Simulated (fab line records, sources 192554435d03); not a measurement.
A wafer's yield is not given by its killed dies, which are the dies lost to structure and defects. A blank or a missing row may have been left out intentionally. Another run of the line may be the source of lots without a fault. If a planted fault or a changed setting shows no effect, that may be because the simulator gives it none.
Split-lot experiment -- flow n5-finfet -- on a route of 1938 steps: 7 lots, 39 wafers read

== ABOUT THE SPLIT ==
At N5_SD_EPI_N_EPI_21 (deposits Si:P, time 690 s), the setting pressure-torr was moved away from the recipe's 255 Torr on 18 of the 39 wafers read, by -10.1% to +15.5%. All remaining wafers had this setting at the recipe value.

The split's own step is where the reading is taken.

== THE READING ==
Si-P_of_SD_EPI_N_EPI_21.thk-nm (the simulator's own value, which no gauge read), in nm, at N5_SD_EPI_N_EPI_21 (deposits Si:P, time 690 s). No usual value for it is given in the file. Average 58.8 nm, standard deviation 0.76 nm, over the 21 wafers here run with the recipe.

wafer,"tool, chamber at the split","pressure-torr as run, Torr",against the recipe,"Si-P_of_SD_EPI_N_EPI_21.thk-nm, nm",against lot-mates on the recipe
L076.1,"epi-rpcvd-03, 0",255,recipe,58.4,-
L076.2,"epi-rpcvd-03, 0",255,recipe,59.2,-
L076.3,"epi-rpcvd-03, 0",255,recipe,58.2,-
L076.4,"epi-rpcvd-03, 0",255,recipe,58,-
L076.5,"epi-rpcvd-03, 0",255,recipe,58.8,-
L076.6,"epi-rpcvd-03, 0",255,recipe,58.6,-
L077.1,"epi-rpcvd-01, 0",294.5,+15.5%,63,no lot-mate on the recipe
L077.2,"epi-rpcvd-01, 0",294.5,+15.5%,64,no lot-mate on the recipe
L077.3,"epi-rpcvd-01, 0",294.5,+15.5%,63.4,no lot-mate on the recipe
L077.4,"epi-rpcvd-01, 0",294.5,+15.5%,63.6,no lot-mate on the recipe
L077.5,"epi-rpcvd-01, 0",294.5,+15.5%,63.6,no lot-mate on the recipe
L077.6,"epi-rpcvd-01, 0",294.5,+15.5%,63.8,no lot-mate on the recipe
L078.1,"epi-rpcvd-03, 0",255,recipe,59.4,-
L078.2,"epi-rpcvd-03, 0",255,recipe,59,-
L078.3,"epi-rpcvd-03, 0",255,recipe,59.8,-
L078.4,"epi-rpcvd-03, 0",255,recipe,59.2,-
L078.6,"epi-rpcvd-03, 0",255,recipe,59.2,-
L078.5,"epi-rpcvd-03, 0",255,recipe,58.8,-
L082.1,"epi-rpcvd-01, 0",255,recipe,57.6,-
L082.3,"epi-rpcvd-01, 0",255,recipe,57.6,-
L082.6,"epi-rpcvd-01, 0",255,recipe,57.6,-
L082.2,"epi-rpcvd-01, 0",255,recipe,58.6,-
L082.4,"epi-rpcvd-01, 0",255,recipe,58.2,-
L082.5,"epi-rpcvd-01, 0",255,recipe,58,-
L086.1,"epi-rpcvd-01, 0",242,-5.1%,57.2,no lot-mate on the recipe
L086.2,"epi-rpcvd-01, 0",242,-5.1%,57.2,no lot-mate on the recipe
L086.6,"epi-rpcvd-01, 0",242,-5.1%,57.2,no lot-mate on the recipe
L086.3,"epi-rpcvd-01, 0",242,-5.1%,57,no lot-mate on the recipe
L086.4,"epi-rpcvd-01, 0",242,-5.1%,58.2,no lot-mate on the recipe
L086.5,"epi-rpcvd-01, 0",242,-5.1%,56.6,no lot-mate on the recipe
L091.1,"epi-rpcvd-01, 0",255,recipe,59.8,-
L091.3,"epi-rpcvd-01, 0",255,recipe,60,-
L091.5,"epi-rpcvd-01, 0",255,recipe,60,-
L094.1,"epi-rpcvd-03, 0",229.3,-10.1%,56.4,no lot-mate on the recipe
L094.5,"epi-rpcvd-03, 0",229.3,-10.1%,56.4,no lot-mate on the recipe
L094.6,"epi-rpcvd-03, 0",229.3,-10.1%,56.4,no lot-mate on the recipe
L094.2,"epi-rpcvd-03, 0",229.3,-10.1%,56.6,no lot-mate on the recipe
L094.3,"epi-rpcvd-03, 0",229.3,-10.1%,57.8,no lot-mate on the recipe
L094.4,"epi-rpcvd-03, 0",229.3,-10.1%,56.8,no lot-mate on the recipe

THE FIT
A straight line over all 39 wafers: Si-P_of_SD_EPI_N_EPI_21.thk-nm changes by +0.279 nm for each +1% of pressure-torr; r = +0.95; the points scatter about the line by 0.73 nm.
Too few moved wafers have a lot-mate on the recipe to fit a line with each lot's own level taken away.

== FILE'S OWN FIT ==
Si-P_of_SD_EPI_N_EPI_21.thk-nm changes by +0.279 nm for each +1% of pressure-torr, r = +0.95.
